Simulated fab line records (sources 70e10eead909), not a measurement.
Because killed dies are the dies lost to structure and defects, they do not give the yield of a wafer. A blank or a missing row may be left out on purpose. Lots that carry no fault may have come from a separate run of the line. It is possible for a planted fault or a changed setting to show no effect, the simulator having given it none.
Chamber matching	flow nand-harc	NHARC_A_CONTACT_DESCUM_13 on rie-diel-02 has 4 sister chambers
The step chemistry O2, time 3 s. 4 wafers are shown with their chamber, then 12 later ones without.

## EACH WAFER AND ITS CHAMBER
wafer	chamber	drypump-motor-current-A (A)
L088.5	0	5.5
L087.5	1	5.5
L086.5	3	5.1
L086.6	2	6.1

## WAFERS WITH NO CHAMBER GIVEN
wafer	drypump-motor-current-A (A)
L093.4	6.1
L093.5	5.5
L093.6	5.5
L095.1	5.1
L095.2	5.4
L095.4	5.5
L096.3	5.5
L096.5	5.5
L096.6	6.1
L097.1	5.5
L097.5	5.1
L097.6	5.5

## CHAMBER TAKEN BY EACH
wafer	from the rows above	in truth
L093.4	2	2
L093.5	can't be placed: 0 or 1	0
L093.6	can't be placed: 0 or 1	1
L095.1	3	3
L095.2	can't be placed: 0 or 1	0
L095.4	can't be placed: 0 or 1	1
L096.3	can't be placed: 0 or 1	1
L096.5	can't be placed: 0 or 1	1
L096.6	2	2
L097.1	can't be placed: 0 or 1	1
L097.5	3	3
L097.6	can't be placed: 0 or 1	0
Placed correctly: 4 of 12. Cannot be placed on the basis of these rows: 8; the candidates contain the true chamber in 8. Wrongly placed: 0.
How it was worked out, from the rows above alone: a wafer's distance from a chamber is the root of the sum, over the readings, of the square of ((its reading less the chamber's mean) divided by the reading's scatter). The wafer belongs to the nearest chamber; if the next one is less than 2 further off, it can't be placed. For every chamber, the mean is computed from those of its wafers that are shown. The scatter (one wafer shown for each chamber): square how far every hidden wafer sits from the nearest shown wafer, average those squares and take the square root.
